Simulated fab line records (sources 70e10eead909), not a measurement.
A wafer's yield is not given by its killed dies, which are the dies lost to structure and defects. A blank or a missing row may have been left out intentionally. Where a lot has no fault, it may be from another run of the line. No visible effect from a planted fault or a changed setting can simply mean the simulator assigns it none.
Chamber matching | flow nand-harc | 4 sister chambers for NHARC_A_CONTACT_CMP_20 on cmp-03
The step polishes, t overpolish 30 s, target thk 300 nm. 8 wafers are shown with their chamber, then 9 later ones without.

== WAFERS, EACH WITH ITS CHAMBER ==
wafer  | chamber | motor-current-A (A) | time-to-endpoint-s (s)
L080.5 | 3       | 11.5                | 62
L082.6 | 1       | 10.6                | 58
L083.2 | 1       | 10.5                | 59
L083.3 | 0       | 16.0                | 64
L083.5 | 0       | 15.8                | 63
L087.4 | 2       | 12.1                | 60
L087.5 | 2       | 11.3                | 59
L087.6 | 3       | 11.4                | 58

== WAFERS WITHOUT THEIR CHAMBER ==
wafer  | motor-current-A (A) | time-to-endpoint-s (s)
L090.1 | 10.9                | 58
L090.2 | 11.2                | 57
L090.6 | 10.8                | 58
L088.2 | 10.9                | 54
L088.4 | 17.2                | 57
L088.5 | 10.7                | 54
L094.1 | 11.6                | 62
L094.2 | 11.4                | 55
L094.6 | 11.7                | 61

== CHAMBER TAKEN BY EACH ==
wafer  | from the rows above          | in truth
L090.1 | can't be placed: 1 or 3 or 2 | 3
L090.2 | can't be placed: 3 or 2 or 1 | 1
L090.6 | can't be placed: 1 or 3      | 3
L088.2 | can't be placed: 1 or 3 or 2 | 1
L088.4 | 0                            | 0
L088.5 | can't be placed: 1 or 3 or 2 | 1
L094.1 | can't be placed: 3 or 2      | 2
L094.2 | can't be placed: 2 or 3 or 1 | 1
L094.6 | can't be placed: 2 or 3      | 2
Correctly placed: 1 of 9. Not placeable from these rows: 8 (in 8, the candidates include the true chamber). Wrongly placed: 0.
How it was worked out, from the rows above alone: a wafer's distance from a chamber is the root of the sum, over the readings, of the square of ((its reading less the chamber's mean) divided by the reading's scatter). The wafer belongs to the nearest chamber; if the next one is less than 2 further off, it can't be placed. A chamber's mean is the mean of its shown wafers. The scatter: take each reading less its chamber's mean, square it, sum over the shown wafers, divide by the number of wafers less the number of chambers, and take the root.
